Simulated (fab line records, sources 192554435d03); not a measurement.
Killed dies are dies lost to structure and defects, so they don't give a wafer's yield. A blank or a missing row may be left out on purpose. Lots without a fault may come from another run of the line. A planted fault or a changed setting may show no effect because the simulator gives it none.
Chamber matching | flow n5_finfet | N5_BEOL_M11_DEP_56 on pecvd-03: 3 sister chambers
The step deposits SiCN from 3MS/NH3, target thk 30 nm, time 10.5 s. 6 wafers are shown with their chamber, then 11 later ones without.

WAFERS WITH THEIR CHAMBER
wafer  | chamber | showerhead_plenum_p_Torr (Torr) | throttle_valve_pct (%)
L083.2 | 0       | 4.187                           | 17.3
L083.5 | 0       | 4.202                           | 17.6
L083.6 | 1       | 4.187                           | 17.4
L084.3 | 1       | 4.175                           | 17.6
L084.6 | 2       | 4.194                           | 17.5
L087.1 | 2       | 4.206                           | 17.6

WAFERS WITHOUT THEIR CHAMBER
wafer  | showerhead_plenum_p_Torr (Torr) | throttle_valve_pct (%)
L087.5 | 4.173                           | 17.5
L087.6 | 4.204                           | 17.3
L088.1 | 4.190                           | 17.9
L088.3 | 4.172                           | 17.7
L088.4 | 4.188                           | 17.5
L093.3 | 4.194                           | 17.6
L093.4 | 4.171                           | 17.4
L093.6 | 4.203                           | 17.2
L097.3 | 4.206                           | 17.7
L097.5 | 4.203                           | 17.3
L097.6 | 4.199                           | 17.9

WHICH CHAMBER EACH WENT THROUGH
wafer  | from the rows above          | in truth
L087.5 | can't be placed: 1 or 0      | 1
L087.6 | can't be placed: 0 or 2 or 1 | 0
L088.1 | can't be placed: 2 or 1 or 0 | 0
L088.3 | can't be placed: 1 or 0 or 2 | 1
L088.4 | can't be placed: 1 or 0 or 2 | 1
L093.3 | can't be placed: 2 or 0 or 1 | 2
L093.4 | can't be placed: 1 or 0      | 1
L093.6 | can't be placed: 0 or 2 or 1 | 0
L097.3 | can't be placed: 2 or 0 or 1 | 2
L097.5 | can't be placed: 0 or 2 or 1 | 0
L097.6 | can't be placed: 2 or 0 or 1 | 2
Placed correctly: 0 of 11. Can't be placed from these rows: 11 (the true chamber is among the candidates in 11). Placed wrongly: 0.
How it was worked out, from the rows above alone: a wafer's distance from a chamber is the root of the sum, over the readings, of the square of ((its reading less the chamber's mean) divided by the reading's scatter). The wafer belongs to the nearest chamber; if the next one is less than 2 further off, it can't be placed. A chamber's mean is the mean of its shown wafers. The scatter: the root of (the sum of the squares of (reading less its chamber's mean) over the shown wafers, divided by (wafers less chambers)).
